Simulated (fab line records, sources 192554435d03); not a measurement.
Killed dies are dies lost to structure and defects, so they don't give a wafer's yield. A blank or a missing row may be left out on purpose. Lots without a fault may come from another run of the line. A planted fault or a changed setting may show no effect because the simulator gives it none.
One fault seen from 2 desks | flow n5_finfet | each desk has only its own numbers; what lay behind them comes last

THE METROLOGY DESK
What the gauges read, lot by lot, whatever tool the lot ran on: means of the sampled wafers that have a number. A lot is out of limits, marked OUT, if its mean lies more than 4 standard deviations from the usual mean; the brackets give that distance. Of its 12 readings 7 are shown: those that lie furthest out on some lot.
Columns: A = DIBL_N at N5_BEOL_M4_RC_MEAS_101, usual 36.1 mV/V; B = DIBL_P at N5_BEOL_M4_RC_MEAS_101, usual 36.3 mV/V; C = IOFF_N at N5_BEOL_M4_RC_MEAS_101, usual 0.162 nA/um; D = IOFF_P at N5_BEOL_M4_RC_MEAS_101, usual 0.22 nA/um; E = ION_P at N5_BEOL_M4_RC_MEAS_101, usual 464 uA/um; F = SS_N at N5_BEOL_M4_RC_MEAS_101, usual 71.6 mV/dec; G = VT_P at N5_BEOL_M4_RC_MEAS_101, usual -249 mV
lot  | first seen here | A    | B    | C     | D    | E   | F    | G
L315 | day 4 22:09     | 35.1 | 33.9 | 0.143 | 0.20 | 464 | 71.0 | -252
L317 | day 5 12:31     | 34.3 | 35.1 | 0.155 | 0.19 | 459 | 70.9 | -252
L320 | day 6 09:15     | 37.1 | 38.2 | 0.199 | 0.29 | 473 | 71.9 | -243
L324 | day 7 07:42     | 35.3 | 36.3 | 0.153 | 0.22 | 460 | 71.8 | -250
L326 | day 7 19:48     | 35.8 | 36.2 | 0.165 | 0.19 | 453 | 71.6 | -251
L330 | day 8 16:29     | 34.7 | 34.7 | 0.134 | 0.18 | 461 | 70.8 | -252
This desk's finding: nothing out of limits on any of the 6 lots.

THE TOOL OWNER'S DESK: rie_diel-01
The tool's own readings at N5_DUMMY_GATE_ETCH_42 (etches SiO2 in CHF3/O2, target depth 3.5 nm, time 31 s): means of the sampled wafers that have a number, for each lot that ran on this tool. A lot is out of limits, marked OUT, if its mean lies more than 4 standard deviations from the usual mean; the brackets give that distance.
Columns: A = drypump_motor_current_A at N5_DUMMY_GATE_ETCH_42, usual 5.6 A; B = oes_product_au at N5_DUMMY_GATE_ETCH_42, usual 0.78 a.u.; C = rf_vpp_V at N5_DUMMY_GATE_ETCH_42, usual 42.3 V; D = showerhead_plenum_p_Torr at N5_DUMMY_GATE_ETCH_42, usual 2.35 Torr; E = throttle_valve_pct at N5_DUMMY_GATE_ETCH_42, usual 18.66 %
lot  | first seen here | A   | B    | C    | D    | E
L315 | day 4 22:44     | 5.7 | 0.80 | 42.6 | 2.40 | 18.61
L317 | day 5 13:04     | 5.7 | 0.77 | 42.0 | 2.40 | 18.63
L320 | day 6 10:02     | 5.7 | 0.80 | 42.9 | 2.38 | 18.58
This desk's finding: nothing out of limits on any of the 3 lots.

PUT TOGETHER
The metrology desk saw nothing out of limits.
The tool owner's desk saw nothing out of limits.

WHAT THE SIMULATOR HAD PUT IN
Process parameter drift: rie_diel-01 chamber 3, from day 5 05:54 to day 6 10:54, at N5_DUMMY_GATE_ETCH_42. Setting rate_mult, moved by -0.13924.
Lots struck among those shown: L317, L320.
